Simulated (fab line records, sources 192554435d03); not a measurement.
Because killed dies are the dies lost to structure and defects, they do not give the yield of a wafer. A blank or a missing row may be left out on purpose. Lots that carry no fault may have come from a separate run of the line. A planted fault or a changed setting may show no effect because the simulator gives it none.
Struck lot and sound lot, side by side    flow n5 finfet    15 steps out of a route of 1938
Sound: wafers L844.1, L844.4, L844.5. Wafers L849.3, L849.5 were the ones struck. The cause comes at the end.
Order at every step that has rows: each side's tool, ch and its chambers, its first start. Under that, the readings that differ: sound wafers    struck wafers    difference of the means    sigmas: that difference in standard deviations of wafers without a fault.
alike: words and numbers the same on both sides, and readings whose means are apart by under 2 such deviations; not compared: readings that were withheld, readings missing a value for some wafer, numbers with overlapping values and no deviation given by the record, and bounds like >300 which may hide the same value.
A row with sigmas, a row that says differs or no value, or rows on one side alone: a step with any of these is where the two part. Non-overlapping numbers with no deviation appear without sigmas and do not part them. Lack of a reading on every wafer of one side parts them only where that side has two or more wafers.

N5_FIN_CUT_INSPECT_10: inspects for defects (brightfield).
  sound: defect inspect-02 at day 2 21:02; struck: defect inspect-01 at day 4 03:13
  alike: raw defect count
N5_FIN_CUT_DESCUM_13: chemistry O2, time 7 s.
  sound on rie diel-01 ch 2,3, day 2 21:04; struck on rie diel-03 ch 3, day 4 03:21
  alike: drypump motor current A, o2 flow sccm, oes product au, rf vpp V, showerhead plenum p Torr, throttle valve pct
  not compared: rf hours counter h
then, 1 step without rows for these wafers: N5_FIN_CUT_ETCH_30 (etches underlayer in N2/H2, target depth 13 nm, time 10.4 s).
N5_FIN_CUT_ETCH_20: etches SiARC in CF4, target depth 26 nm, time 43.3 s.
  sound on rie diel-01 ch 2,3, day 2 21:07; struck on rie diel-03 ch 3, day 4 03:24
  alike: drypump motor current A, etch rf on time s, oes product au, rf vpp V, showerhead plenum p Torr, throttle valve pct
  not compared: rf hours counter h
then, 5 steps without rows for these wafers: N5_FIN_CUT_ETCH_21 (etches SOC in N2/H2, target depth 219 nm, overetch 43.8 nm, time 523.5 s); N5_FIN_CUT_STRIP_23 (strips in N2/H2); N5_FIN_CUT_STRIP_31 (strips in N2/H2); N5_FIN_CUT_STRIP_24 (strips in CF4); N5_FIN_CUT_CUT_ETCH_26 (etches SiNx in CH3F/O2, target depth 39 nm, time 55.7 s).
N5_FIN_CUT_CUT_ETCH_27: etches SiO2 in CHF3/O2, target depth 4 nm, overetch 2 nm, time 4.9 s.
  sound on rie diel-01 ch 2,3, day 2 21:33; struck on rie diel-03 ch 3, day 4 03:50
  alike: drypump motor current A, oes product au, rf vpp V, showerhead plenum p Torr, throttle valve pct
  not compared: rf hours counter h
then, 1 step without rows for these wafers: N5_FIN_CUT_PRECLEAN_35 (cleans in vHF, time 13.3 s).
N5_FIN_CUT_CUT_ETCH_15: etches Si in HBr/Cl2/O2, target depth 100 nm, bt time 10 s, time 42.4 s.
  sound on rie si-03 ch 0,1,2, day 2 21:42; struck on rie si-03 ch 1, day 4 03:59
  alike: drypump motor current A, oes product au, throttle valve pct
  not compared: rf hours counter h
N5_FIN_CUT_CUT_ETCH_28: etches Si in HBr/Cl2/O2, target depth 6 nm, time 2.4 s.
  sound on rie si-03 ch 0,1,2, day 2 21:45; struck on rie si-03 ch 1, day 4 04:02
reading                   sound              struck       difference  sigmas
oes product au (a.u.)     0.978 0.989 1.033  0.968 0.961  -0.036      -2
model.etch.depth nm (nm)  5.94 5.932 5.996   5.061 5.081  -0.885      
  alike: drypump motor current A, throttle valve pct
  not compared: rf hours counter h
N5_FIN_CUT_STRIP_22: strips in N2/H2.
  sound on rie diel-01 ch 1,2,3, day 2 21:49; struck on rie diel-01 ch 0,2, day 4 04:12
  alike: drypump motor current A, oes product au, power w, rf vpp V, showerhead plenum p Torr, throttle valve pct
  not compared: rf hours counter h
-- here the record skips 7 days between the struck wafers' starts before and after, leaving off in module FIN_CUT and picking up in module BEOL_M4 (first step shown: number 1111 of the route) --
N5_BEOL_M4_RC_MEAS_101:
  sound on prober-02 ch 0, day 9 18:14; struck on prober-01 ch 0, day 10 22:42
reading        sound        struck   difference  sigmas
ION_P (uA/um)  454 455 451  468 468  +15         +2
  alike: DIBL_N, DIBL_P, IOFF_N, IOFF_P, ION_N, SS_N, SS_P, VT_N, VT_P

WHERE THEY PART
Last at N5_BEOL_M4_RC_MEAS_101 as far as this record goes, first at N5_FIN_CUT_CUT_ETCH_28.

WHY: what the simulator had put in
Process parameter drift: rie si-03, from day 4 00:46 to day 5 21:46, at N5_FIN_CUT_CUT_ETCH_28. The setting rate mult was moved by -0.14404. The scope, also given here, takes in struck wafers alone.
